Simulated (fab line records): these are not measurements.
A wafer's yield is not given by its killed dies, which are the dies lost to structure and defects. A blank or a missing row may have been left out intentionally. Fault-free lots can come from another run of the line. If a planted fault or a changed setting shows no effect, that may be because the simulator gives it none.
Matching of chambers / flow nandHarc / 3 sister chambers for NHARC_A_STAIRCASE_DEP_417 on pecvd-04
The step deposits Si3N4, target thk 60 nm. 18 wafers are shown with their chamber, then 9 later ones without.

EACH WAFER AND ITS CHAMBER
wafer=L075.1; chamber=2; heaterPowerW (W)=846
wafer=L075.4; chamber=2; heaterPowerW (W)=841
wafer=L075.5; chamber=0; heaterPowerW (W)=742
wafer=L079.2; chamber=0; heaterPowerW (W)=726
wafer=L079.5; chamber=1; heaterPowerW (W)=906
wafer=L079.6; chamber=2; heaterPowerW (W)=828
wafer=L081.2; chamber=0; heaterPowerW (W)=755
wafer=L081.5; chamber=2; heaterPowerW (W)=860
wafer=L081.6; chamber=1; heaterPowerW (W)=823
wafer=L084.1; chamber=0; heaterPowerW (W)=718
wafer=L084.3; chamber=1; heaterPowerW (W)=842
wafer=L084.4; chamber=1; heaterPowerW (W)=850
wafer=L085.4; chamber=2; heaterPowerW (W)=785
wafer=L085.5; chamber=0; heaterPowerW (W)=794
wafer=L085.6; chamber=1; heaterPowerW (W)=818
wafer=L088.3; chamber=0; heaterPowerW (W)=696
wafer=L088.5; chamber=2; heaterPowerW (W)=781
wafer=L088.6; chamber=1; heaterPowerW (W)=802

SIGNATURES (averages over the wafers above)
reading=heaterPowerW; chamber 0=738.50; chamber 1=840.17; chamber 2=823.50; scatter within a chamber=34.5
Rule: for each reading, subtract the chamber's mean from the wafer's reading, divide by that reading's scatter and square the result; add these up over the readings and take the root, which gives the wafer's distance from the chamber. If the next closest chamber is less than 2 further off than the closest, the wafer can't be placed; otherwise it belongs to the closest. The scatter is the square root of a quotient: the sum, over the shown wafers, of each reading's squared deviation from its chamber's mean, divided by wafers minus chambers.

WAFERS WITHOUT THEIR CHAMBER
wafer=L090.4; heaterPowerW (W)=789
wafer=L090.5; heaterPowerW (W)=827
wafer=L090.6; heaterPowerW (W)=801
wafer=L087.1; heaterPowerW (W)=796
wafer=L087.4; heaterPowerW (W)=814
wafer=L087.6; heaterPowerW (W)=798
wafer=L097.1; heaterPowerW (W)=799
wafer=L097.4; heaterPowerW (W)=808
wafer=L097.5; heaterPowerW (W)=713

EACH ONE'S CHAMBER
wafer=L090.4; from the rows above=can't be placed: 2 or 0 or 1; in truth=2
wafer=L090.5; from the rows above=can't be placed: 2 or 1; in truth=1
wafer=L090.6; from the rows above=can't be placed: 2 or 1 or 0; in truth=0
wafer=L087.1; from the rows above=can't be placed: 2 or 1 or 0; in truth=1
wafer=L087.4; from the rows above=can't be placed: 2 or 1 or 0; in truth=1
wafer=L087.6; from the rows above=can't be placed: 2 or 1 or 0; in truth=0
wafer=L097.1; from the rows above=can't be placed: 2 or 1 or 0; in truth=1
wafer=L097.4; from the rows above=can't be placed: 2 or 1 or 0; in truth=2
wafer=L097.5; from the rows above=0; in truth=0
1 of 9 placed correctly. From these rows, 8 cannot be placed; in 8 the true chamber is one of the candidates. Wrongly placed: 0.
